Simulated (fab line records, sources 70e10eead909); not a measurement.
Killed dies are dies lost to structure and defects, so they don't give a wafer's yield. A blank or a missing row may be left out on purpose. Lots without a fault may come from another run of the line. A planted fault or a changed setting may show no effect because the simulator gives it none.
Which tool did it? | flow nand_harc | 13 lots, 37 wafers sampled, at 6 steps of a route of 1159

WHAT THE GAUGES READ, wafer by wafer
NHARC_A_ONON_D1_THK_MEAS_08: measures by ellipsometry. Usual: thk_nm 1001 nm, standard deviation 9.2.
lot  | measured     | on            | thk_nm (nm)    | flag
L368 | day 8 04:46  | film_metro-02 | 995 996 996    |
L367 | day 8 10:05  | film_metro-02 | 990 989 988    |
L366 | day 8 10:05  | film_metro-01 | 1000 998 998   |
L369 | day 8 13:29  | film_metro-01 | 1006 1003 1004 |
L372 | day 9 09:15  | film_metro-01 | 992 994 995    |
L375 | day 9 20:31  | film_metro-01 | 1013 1014      |
L377 | day 10 22:29 | film_metro-01 | 989 988 990    |
L379 | day 11 05:10 | film_metro-01 | 1005 1007      |
L382 | day 11 19:08 | film_metro-01 | 1008 1008 1010 |
L384 | day 12 13:01 | film_metro-01 | 999 999 999    |
L386 | day 12 20:38 | film_metro-01 | 1020 1021 1022 |
L387 | day 13 05:43 | film_metro-02 | 996 1000 998   |
L388 | day 13 05:51 | film_metro-01 | 1010 1009 1010 |

NHARC_A_ONON_D1_THK_MEAS_18: measures by ellipsometry. Usual: thk_nm 997 nm, standard deviation 11.
lot  | measured     | on            | thk_nm (nm)    | flag
L368 | day 8 13:55  | film_metro-01 | 997 995 997    |
L367 | day 8 18:17  | film_metro-02 | 1007 1006 1008 |
L366 | day 8 18:18  | film_metro-01 | 985 984 987    |
L369 | day 8 21:46  | film_metro-01 | 1010 1009 1010 |
L372 | day 9 19:38  | film_metro-02 | 980 979 980    |
L375 | day 10 07:50 | film_metro-02 | 615 983        | OFF
L377 | day 11 06:50 | film_metro-02 | 623 989 993    | OFF
L379 | day 11 13:23 | film_metro-02 | 624 992        | OFF
L382 | day 12 04:47 | film_metro-01 | 1002 1003 1001 |
L384 | day 12 21:17 | film_metro-01 | 1017 1016 1014 |
L386 | day 13 04:56 | film_metro-01 | 1006 1007 1005 |
L387 | day 13 20:11 | film_metro-02 | 1004 1003 1004 |
L388 | day 13 20:11 | film_metro-02 | 982 982 982    |

NHARC_A_CHANNEL_HOLE_D1_OVL_MEAS_11. Usual: overlay_x_nm -0.1 nm, standard deviation 0.82; overlay_y_nm 0.0 nm, standard deviation 1.
lot  | measured     | on         | overlay_x_nm (nm) | overlay_y_nm (nm) | flag
L368 | day 8 19:34  | overlay-01 | 0.2 -0.3 -0.4     | -0.4 -0.4 -0.5    |
L367 | day 9 00:25  | overlay-02 | -0.3 0.0 0.1      | 0.2 0.5 0.2       |
L366 | day 9 01:26  | overlay-01 | -0.5 -0.8 -0.7    | 0.5 0.1 0.3       |
L369 | day 9 03:19  | overlay-02 | 0.3 -0.3 0.6      | -2.1 -2.3 -2.3    |
L372 | day 10 01:22 | overlay-02 | -0.5 -0.5 -0.2    | -0.3 -0.5 0.0     |
L375 | day 10 15:25 | overlay-01 | -1.5              | -0.9              |
L377 | day 11 14:11 | overlay-01 | 1.7 1.6           | 0.1 0.1           |
L379 | day 11 19:08 | overlay-01 | 0.3               | 1.3               |
L382 | day 12 10:17 | overlay-01 | -0.7 -0.6 -0.4    | -1.0 -0.6 -1.5    |
L384 | day 13 03:10 | overlay-01 | -0.1 0.2 -0.4     | -0.2 -0.2 -0.6    |
L386 | day 13 10:52 | overlay-02 | -0.6 -0.6 0.2     | 1.4 0.8 0.9       |
L387 | day 14 02:32 | overlay-02 | -0.4 -0.2 -0.2    | -1.3 -0.8 -1.1    |
L388 | day 14 02:07 | overlay-02 | 1.0 1.0 1.0       | -0.9 -0.6 -0.6    |

NHARC_END_SORT_01. Usual: killed_at_array 27, standard deviation 11; killed_at_other 0.7, standard deviation 0.93; killed_at_periphery 2.9, standard deviation 1.9; killed_dies 30, standard deviation 11; killed_open 3.1, standard deviation 1.7; killed_short 1.9, standard deviation 1.3.
lot  | measured     | on        | killed_at_array | killed_at_other | killed_at_periphery | killed_dies | killed_open | killed_short | flag
L375 | day 21 10:02 | prober-01 | 677 24          | 0 0             | 0 0                 | 677 24      | 3 2         | 2 3          | OFF
L377 | day 22 02:30 | prober-02 | 676 35 30       | 0 0 0           | 1 2 3               | 677 37 33   | 4 3 7       | 0 2 2        | OFF
L379 | day 23 08:01 | prober-01 | 677 25          | 0 1             | 0 0                 | 677 26      | 1 2         | 3 0          | OFF

WHICH TOOL RAN EACH LOT (tool, then ch and the chambers of the sampled wafers, then the start)
lot  | NHARC_A_ZERO_WELL_ETCH_19          | NHARC_A_ONON_D1_DEP_16
L368 | rie_diel-12 ch 0,1, day 7 05:07    | pecvd_onon-02 ch 0, day 8 13:31
L367 | rie_diel-09 ch 0,1, day 7 09:58    | pecvd_onon-04 ch 0, day 8 17:47
L366 | rie_diel-09 ch 1,2, day 7 12:35    | pecvd_onon-03 ch 0, day 8 17:51
L369 | rie_diel-09 ch 0,1,2, day 7 13:20  | pecvd_onon-03 ch 0, day 8 21:22
L372 | rie_diel-09 ch 0,3, day 8 07:54    | pecvd_onon-03 ch 0, day 9 19:07
L375 | rie_diel-05 ch 1,2, day 8 18:52    | pecvd_onon-03 ch 0, day 10 07:20
L377 | rie_diel-12 ch 1,2,3, day 9 23:04  | pecvd_onon-03 ch 0, day 11 06:19
L379 | rie_diel-09 ch 2,3, day 10 06:45   | pecvd_onon-03 ch 0, day 11 12:59
L382 | rie_diel-12 ch 0,2,3, day 10 21:21 | pecvd_onon-02 ch 0, day 12 04:20
L384 | rie_diel-05 ch 1,2,3, day 11 13:17 | pecvd_onon-02 ch 0, day 12 20:49
L386 | rie_diel-05 ch 0,1,2, day 11 20:52 | pecvd_onon-04 ch 0, day 13 04:29
L387 | rie_diel-09 ch 2,3, day 12 04:31   | pecvd_onon-03 ch 0, day 13 19:47
L388 | rie_diel-12 ch 1,3, day 12 05:30   | pecvd_onon-04 ch 0, day 13 19:47
- NHARC_A_ZERO_WELL_ETCH_19: etches the open film in N2/H2, target depth 80 nm, overetch 24 nm, time 87.88 s.
- NHARC_A_ONON_D1_DEP_16: target thk 1000 nm.

WHAT THE TOOLS THEMSELVES READ (means of the sampled wafers that have a number; where no wafer has one, the mark that the record gives instead)
NHARC_A_ZERO_WELL_ETCH_19. Usual: drypump_motor_current_A 5.7 A, standard deviation 0.54; oes_product_au 0.999 a.u., standard deviation 0.007; rf_fwd_power_W 397.2 W, standard deviation 1.4; rf_vpp_V 430.6 V, standard deviation 2.6; showerhead_plenum_p_Torr 2.05 Torr, standard deviation 0.089; throttle_valve_pct 14.171 %, standard deviation 0.0096.
lot  | tool        | drypump_motor_current_A (A) | oes_product_au (a.u.) | rf_fwd_power_W (W) | rf_vpp_V (V) | showerhead_plenum_p_Torr (Torr) | throttle_valve_pct (%) | flag
L368 | rie_diel-12 | 5.6                         | 0.996                 | 397.1              | 428.0        | 1.94                            | 14.173                 |
L367 | rie_diel-09 | 5.1                         | 1.008                 | 394.6              | 432.2        | 2.11                            | 14.167                 |
L366 | rie_diel-09 | 6.0                         | 0.997                 | 397.5              | 429.2        | 1.99                            | 14.172                 |
L369 | rie_diel-09 | 5.6                         | 1.001                 | 398.7              | 431.0        | 2.07                            | 14.170                 |
L372 | rie_diel-09 | 5.2                         | 1.000                 | 396.6              | 433.0        | 2.13                            | 14.163                 |
L375 | rie_diel-05 | 5.5                         | 0.994                 | 397.1              | 428.4        | 1.98                            | 14.181                 |
L377 | rie_diel-12 | 6.1                         | 1.002                 | 396.6              | 431.1        | 2.06                            | 14.166                 |
L379 | rie_diel-09 | 6.0                         | 0.998                 | 399.0              | 428.8        | 2.00                            | 14.179                 |
L382 | rie_diel-12 | 6.3                         | 0.995                 | 397.7              | 429.7        | 2.04                            | 14.176                 |
L384 | rie_diel-05 | 5.6                         | 1.004                 | 398.1              | 430.5        | 2.05                            | 14.176                 |
L386 | rie_diel-05 | 5.6                         | 0.998                 | 395.9              | 428.5        | 1.98                            | 14.168                 |
L387 | rie_diel-09 | 5.8                         | 0.996                 | 397.7              | 429.8        | 2.02                            | 14.181                 |
L388 | rie_diel-12 | 6.1                         | 1.004                 | 395.6              | 430.3        | 2.05                            | 14.168                 |

THE ANSWER, worked out from the rows above alone
Rule: a lot is off if the mean of its wafers that have a number lies more than 3 standard deviations from the usual mean. A lot without any number at a reading at which 4 lots or more have one is off too. The other lots that the step has rows for count as sound. The gauges are gone through in route order, then the tools' own readings, and for those a lot's mean is taken as printed above. The first step at which some lot is off is used, and at that step the reading that is off furthest; a lot without a number counts as furthest.
Off: L375, L377, L379, at NHARC_A_ONON_D1_THK_MEAS_18 (thk_nm).
A tool fits if, at a process step before that reading, it ran every lot that is off, and no sound lot after the first of them. The gauges at NHARC_A_ONON_D1_THK_MEAS_18 aren't tried: what is off there is off at NHARC_END_SORT_01 too, on other tools, and a gauge's error can't cause that. None of those tried fits.

WHAT THE SIMULATOR HAD PUT IN
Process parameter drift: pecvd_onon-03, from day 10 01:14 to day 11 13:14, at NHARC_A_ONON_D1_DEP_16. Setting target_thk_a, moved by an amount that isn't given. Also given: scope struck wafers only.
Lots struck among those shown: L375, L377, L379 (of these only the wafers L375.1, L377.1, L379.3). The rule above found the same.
